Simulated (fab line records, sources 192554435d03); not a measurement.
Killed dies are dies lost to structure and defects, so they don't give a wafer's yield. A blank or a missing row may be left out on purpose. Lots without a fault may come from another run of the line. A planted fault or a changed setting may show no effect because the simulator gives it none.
A struck lot beside a sound one | flow n5_finfet | 26 steps out of a route of 1938
Sound: wafers L959.2, L959.4, L959.5. Struck: wafers L968.4, L968.5, L968.6. The cause comes at the end.
At each step with rows: each side's tool, then ch and its chambers, then its first start. Under that, the readings that differ: sound wafers | struck wafers | difference of the means | sigmas: that difference in standard deviations of wafers without a fault.
alike: readings whose means differ by less than 2 such deviations, and words and numbers that are the same on both sides. not compared: withheld readings, readings that some wafer has no value for, bounds like >300 that may hide the same value, and numbers for which the record gives no deviation and whose values overlap.
The two part at a step that has a row with sigmas, a row that says differs or no value, or rows on one side only. Numbers that don't overlap but have no deviation are shown without sigmas and don't part them. A reading that every wafer of one side lacks parts them only if that side has two wafers or more.

first, 1 step without rows for these wafers: N5_DUMMY_GATE_SRD_01 (time 30 s).
N5_DUMMY_GATE_ALD_02: deposits SiO2, target thk 2 nm, pulse time 1 s.
  sound on ald_sin-02 ch 1,3, day 4 14:44; struck on ald_sin-04 ch 0,1,3, day 6 20:11
  alike: heater_power_w, precursor_pulse_height_rel
then, 3 steps without rows for these wafers: N5_DUMMY_GATE_CVD_03 (deposits a-Si from SiH4, target thk 150 nm, time 8042 s); N5_DUMMY_GATE_PRECLEAN_46 (cleans in DIW, time 89.5 s); N5_DUMMY_GATE_SRD_47 (dry time 32 s).
N5_DUMMY_GATE_CMP_04: polishes a-Si.
  sound on cmp-03 ch 1,3, day 4 18:34; struck on cmp-01 ch 0,1,3, day 7 00:07
  alike: motor_current_A, time_to_endpoint_s
N5_DUMMY_GATE_THK_MEAS_05:
  sound on film_metro-01, day 4 18:49; struck on film_metro-01, day 7 00:16
  alike: thk_nm
then, 5 steps without rows for these wafers: N5_DUMMY_GATE_HM_DEP_06 (deposits SiNx from DCS/NH3, target thk 80 nm, time 5141 s); N5_DUMMY_GATE_PECVD_30 (deposits SiO2 from TEOS/O2, target thk 55 nm, time 10.8 s); N5_DUMMY_GATE_COAT_34 (time 60 s, resist thk 60 nm); N5_DUMMY_GATE_COAT_35 (time 60 s, resist thk 10 nm); N5_DUMMY_GATE_COAT_28 (time 60 s, resist thk 10 nm).
N5_DUMMY_GATE_COAT_09: resist thk 30 nm.
  sound on litho_track-05 ch 0, day 4 22:51; struck on litho_track-05 ch 0, day 7 04:18
  reading                                         | sound                | struck               | difference | sigmas
  spin_speed_rpm (rpm)                            | 1498.2 1501.5 1499.3 | 1722.9 1722.1 1723.0 | +223.0     | +99 or more
  model.CAR-EUV_of_DUMMY_GATE_COAT_09.thk_nm (nm) | 29.8 29.8 29.8       | 28 27.8 27.8         | -2         |
  alike: dispense_pressure_kPa
then, 5 steps without rows for these wafers: N5_DUMMY_GATE_EBR_11; N5_DUMMY_GATE_SOFTBAKE_10 (time 60 s); N5_DUMMY_GATE_EXPOSE_12 (exposes mask GATE, target cd 25 nm); N5_DUMMY_GATE_PEB_13 (peb time 60 s); N5_DUMMY_GATE_DEVELOP_14 (develop time 30 s).
N5_DUMMY_GATE_CD_MEAS_15: target cd 25.8 nm.
  sound on cd_sem-02 ch 0, day 4 23:07; struck on cd_sem-03 ch 0, day 7 04:41
  alike: cd_nm
N5_DUMMY_GATE_OVL_MEAS_16:
  sound on overlay-02 ch 0, day 4 23:09; struck on overlay-01 ch 0, day 7 04:44
  alike: GATE_OVL
N5_DUMMY_GATE_INSPECT_17: inspects for defects (brightfield).
  sound on defect_inspect-01, day 4 23:12; struck on defect_inspect-02, day 7 04:47
  alike: raw_defect_count
N5_DUMMY_GATE_DESCUM_20: chemistry O2, time 6.2 s.
  sound on rie_diel-06 ch 1,2,3, day 4 23:31; struck on rie_diel-06 ch 1,2,3, day 7 04:49
  alike: chamber_pressure_mTorr, drypump_motor_current_A, oes_product_au, rf_vpp_V, showerhead_plenum_p_Torr, throttle_valve_pct
  not compared: rf_hours_counter_h
N5_DUMMY_GATE_ETCH_29: etches underlayer in N2/H2, target depth 13 nm.
  sound on rie_diel-06 ch 1,2,3, day 4 23:34; struck on rie_diel-06 ch 1,2,3, day 7 04:53
  alike: chamber_pressure_mTorr, drypump_motor_current_A, n2_flow_sccm, oes_product_au, rf_vpp_V, showerhead_plenum_p_Torr, throttle_valve_pct
  not compared: rf_hours_counter_h
N5_DUMMY_GATE_ETCH_36: etches SiARC in CF4, target depth 13 nm.
  sound on rie_diel-06 ch 1,2,3, day 4 23:37; struck on rie_diel-06 ch 1,2,3, day 7 04:55
  reading                                         | sound        | struck    | difference | sigmas
  model.CAR-EUV_of_DUMMY_GATE_COAT_09.thk_nm (nm) | 11 11.4 11.2 | 9.6 9.2 9 | -1.9       |
  alike: chamber_pressure_mTorr, drypump_motor_current_A, oes_product_au, rf_vpp_V, showerhead_plenum_p_Torr, throttle_valve_pct
  not compared: rf_hours_counter_h
N5_DUMMY_GATE_ETCH_37: etches SOC in N2/H2, target depth 60 nm, overetch 30 nm.
  sound on rie_diel-06 ch 1,2,3, day 4 23:39; struck on rie_diel-06 ch 1,2,3, day 7 04:58
  alike: chamber_pressure_mTorr, drypump_motor_current_A, n2_flow_sccm, oes_product_au, rf_vpp_V, showerhead_plenum_p_Torr, throttle_valve_pct
  not compared: rf_hours_counter_h
-- the record jumps here: 9 days lie between the struck wafers' starts before and after (it left off in module DUMMY_GATE and takes up again in module BEOL_M4, whose first step shown is number 1111 of the route) --
N5_BEOL_M4_RC_MEAS_101:
  sound on prober-02 ch 0, day 17 15:47; struck on prober-01 ch 0, day 16 16:45
  reading        | sound             | struck            | difference | sigmas
  IOFF_N (nA/um) | 0.162 0.105 0.118 | 0.156 0.175 0.173 | +0.040     | +2
  ION_N (uA/um)  | 675 658 652       | 682 686 685       | +23        | +3
  alike: DIBL_N, DIBL_P, IOFF_P, ION_P, SS_N, SS_P, VT_N, VT_P

WHERE THEY PART
First at N5_DUMMY_GATE_COAT_09; last, within this record, at N5_BEOL_M4_RC_MEAS_101.

WHY: what the simulator had put in
Process parameter drift: litho_track-05, from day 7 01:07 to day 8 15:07, at N5_DUMMY_GATE_COAT_09. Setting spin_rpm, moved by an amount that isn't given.
